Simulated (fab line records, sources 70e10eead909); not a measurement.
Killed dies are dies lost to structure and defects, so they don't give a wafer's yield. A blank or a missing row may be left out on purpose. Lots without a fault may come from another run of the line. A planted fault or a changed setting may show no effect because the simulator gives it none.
Chamber matching | flow nand_harc | NHARC_P_M0_DESCUM_14 on rie_diel-01: 4 sister chambers
The step chemistry O2, time 3 s. 4 wafers are shown with their chamber, then 7 later ones without.

WAFERS WITH THEIR CHAMBER
wafer  | chamber | showerhead_plenum_p_Torr (Torr)
L082.3 | 1       | 1.96
L082.5 | 2       | 2.03
L086.1 | 3       | 1.91
L086.2 | 0       | 2.00

WAFERS WITHOUT THEIR CHAMBER
wafer  | showerhead_plenum_p_Torr (Torr)
L086.4 | 2.03
L090.1 | 1.96
L090.2 | 2.00
L090.4 | 1.91
L097.2 | 1.91
L097.4 | 2.00
L097.5 | 1.95

WHICH CHAMBER EACH WENT THROUGH
wafer  | from the rows above | in truth
L086.4 | 2                   | 2
L090.1 | 1                   | 1
L090.2 | 0                   | 0
L090.4 | 3                   | 3
L097.2 | 3                   | 3
L097.4 | 0                   | 0
L097.5 | 1                   | 1
Placed correctly: 7 of 7. Can't be placed from these rows: 0. Placed wrongly: 0.
How it was worked out, from the rows above alone: a wafer's distance from a chamber is the root of the sum, over the readings, of the square of ((its reading less the chamber's mean) divided by the reading's scatter). The wafer belongs to the nearest chamber; if the next one is less than 2 further off, it can't be placed. A chamber's mean is the mean of its shown wafers. The scatter: with one shown wafer a chamber, the root of the mean of the squares of how far each hidden wafer lies from its nearest shown one.
